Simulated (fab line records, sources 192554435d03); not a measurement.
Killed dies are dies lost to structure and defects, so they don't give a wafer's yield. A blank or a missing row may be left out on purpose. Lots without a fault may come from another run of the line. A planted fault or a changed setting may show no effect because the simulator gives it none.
Chamber matching | flow n5_finfet | N5_SD_EPI_P_DESCUM_14 on rie_diel-05: 4 sister chambers
The step chemistry O2, time 7.9 s. 33 wafers are shown with their chamber, then 12 later ones without.

WAFERS WITH THEIR CHAMBER
wafer  | chamber | showerhead_plenum_p_Torr (Torr) | drypump_motor_current_A (A) | oes_product_au (a.u.)
L074.2 | 0       | 2.16                            | 5.5                         | 0.74
L074.3 | 1       | 2.03                            | 5.6                         | 0.80
L074.6 | 0       | 2.17                            | 5.5                         | 0.73
L075.2 | 0       | 2.16                            | 5.4                         | 0.73
L075.5 | 1       | 2.03                            | 5.6                         | 0.80
L075.6 | 0       | 2.16                            | 5.5                         | 0.74
L076.1 | 3       | 2.03                            | 6.4                         | 0.83
L076.4 | 0       | 2.16                            | 5.4                         | 0.74
L076.6 | 1       | 2.03                            | 5.6                         | 0.80
L077.2 | 3       | 2.03                            | 6.4                         | 0.83
L077.5 | 2       | 2.07                            | 6.5                         | 0.99
L077.6 | 3       | 2.03                            | 6.3                         | 0.82
L080.1 | 3       | 2.03                            | 6.3                         | 0.83
L080.3 | 0       | 2.16                            | 5.4                         | 0.72
L080.4 | 2       | 2.07                            | 6.4                         | 0.98
L081.1 | 3       | 2.03                            | 6.3                         | 0.82
L081.3 | 0       | 2.16                            | 5.5                         | 0.72
L081.5 | 2       | 2.07                            | 6.5                         | 0.98
L084.3 | 3       | 2.03                            | 6.3                         | 0.81
L084.4 | 2       | 2.07                            | 6.5                         | 0.95
L084.5 | 3       | 2.03                            | 6.4                         | 0.81
L085.1 | 0       | 2.16                            | 5.4                         | 0.73
L085.4 | 1       | 2.03                            | 5.6                         | 0.80
L085.5 | 2       | 2.07                            | 6.5                         | 0.95
L086.1 | 1       | 2.03                            | 5.6                         | 0.79
L086.2 | 0       | 2.16                            | 5.4                         | 0.71
L086.5 | 2       | 2.07                            | 6.5                         | 0.93
L087.3 | 3       | 2.03                            | 6.3                         | 0.80
L087.4 | 2       | 2.07                            | 6.5                         | 0.93
L087.6 | 1       | 2.03                            | 5.6                         | 0.78
L088.2 | 2       | 2.07                            | 6.5                         | 0.94
L088.3 | 1       | 2.02                            | 5.6                         | 0.78
L088.5 | 2       | 2.07                            | 6.4                         | 0.93

SIGNATURES (means of the wafers above)
reading                  | chamber 0 | chamber 1 | chamber 2 | chamber 3 | scatter within a chamber
showerhead_plenum_p_Torr | 2.1611    | 2.0286    | 2.0700    | 2.0300    | 0.00245
drypump_motor_current_A  | 5.444     | 5.600     | 6.478     | 6.338     | 0.0442
oes_product_au           | 0.7289    | 0.7929    | 0.9533    | 0.8187    | 0.0154
Rule: a wafer's distance from a chamber is the root of the sum, over the readings, of the square of ((its reading less the chamber's mean) divided by the reading's scatter). The wafer belongs to the nearest chamber; if the next one is less than 2 further off, it can't be placed. The scatter: the root of (the sum of the squares of (reading less its chamber's mean) over the shown wafers, divided by (wafers less chambers)).

WAFERS WITHOUT THEIR CHAMBER
wafer  | showerhead_plenum_p_Torr (Torr) | drypump_motor_current_A (A) | oes_product_au (a.u.)
L089.1 | 2.06                            | 6.5                         | 0.93
L089.2 | 2.03                            | 6.3                         | 0.80
L089.4 | 2.02                            | 6.3                         | 0.80
L091.1 | 2.02                            | 5.6                         | 0.77
L091.3 | 2.06                            | 6.4                         | 0.92
L091.4 | 2.02                            | 5.6                         | 0.78
L093.2 | 2.15                            | 5.4                         | 0.72
L093.5 | 2.15                            | 5.4                         | 0.71
L093.6 | 2.02                            | 6.3                         | 0.79
L095.1 | 2.15                            | 5.4                         | 0.70
L095.3 | 2.02                            | 5.6                         | 0.77
L095.4 | 2.06                            | 6.4                         | 0.90

WHICH CHAMBER EACH WENT THROUGH
wafer  | from the rows above | in truth
L089.1 | 2                   | 2
L089.2 | 3                   | 3
L089.4 | 3                   | 3
L091.1 | 1                   | 1
L091.3 | 2                   | 2
L091.4 | 1                   | 1
L093.2 | 0                   | 0
L093.5 | 0                   | 0
L093.6 | 3                   | 3
L095.1 | 0                   | 0
L095.3 | 1                   | 1
L095.4 | 2                   | 2
Placed correctly: 12 of 12. Can't be placed from these rows: 0. Placed wrongly: 0.
